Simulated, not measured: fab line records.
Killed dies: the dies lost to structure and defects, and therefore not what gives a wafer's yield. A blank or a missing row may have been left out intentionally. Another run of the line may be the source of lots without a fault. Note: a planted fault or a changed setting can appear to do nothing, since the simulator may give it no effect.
Chamber matching    flow nand-harc    cmp-04 running NHARC_A_CONTACT_CMP_20: 4 sister chambers
The step polishes, t overpolish 30 s, target thk 300 nm. 4 wafers are shown with their chamber, then 12 later ones without.

## WAFERS PAIRED WITH THEIR CHAMBERS
wafer   chamber  motor-current-A (A)
L087.2  3        11.7
L087.4  1        11.1
L091.2  2        11.6
L091.6  0        10.9

## WAFERS WITHOUT THEIR CHAMBER
wafer   motor-current-A (A)
L093.1  11.1
L093.2  12.1
L093.4  10.9
L093.3  11.7
L093.5  11.4
L093.6  11.5
L095.3  12.4
L095.5  11.1
L095.6  11.6
L097.1  11.6
L097.2  12.5
L097.4  11.4

## CHAMBER TAKEN BY EACH
wafer   from the rows above                in truth
L093.1  can't be placed: 1 or 0 or 2 or 3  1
L093.2  can't be placed: 3 or 2 or 1       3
L093.4  can't be placed: 0 or 1            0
L093.3  can't be placed: 3 or 2 or 1       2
L093.5  can't be placed: 2 or 3 or 1 or 0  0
L093.6  can't be placed: 2 or 3 or 1 or 0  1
L095.3  can't be placed: 3 or 2 or 1       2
L095.5  can't be placed: 1 or 0 or 2 or 3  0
L095.6  can't be placed: 2 or 3 or 1       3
L097.1  can't be placed: 2 or 3 or 1       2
L097.2  can't be placed: 3 or 2 or 1       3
L097.4  can't be placed: 2 or 3 or 1 or 0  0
0 of 12 placed correctly. These rows do not allow placing 12 (true chamber among the candidates in 12). Placed wrongly: 0.
How it was worked out, from the rows above alone: a wafer's distance from a chamber is the root of the sum, over the readings, of the square of ((its reading less the chamber's mean) divided by the reading's scatter). The wafer belongs to the nearest chamber; if the next one is less than 2 further off, it can't be placed. The mean given for a chamber averages the wafers shown for that chamber. The scatter (one wafer shown for each chamber): square how far every hidden wafer sits from the nearest shown wafer, average those squares and take the square root.
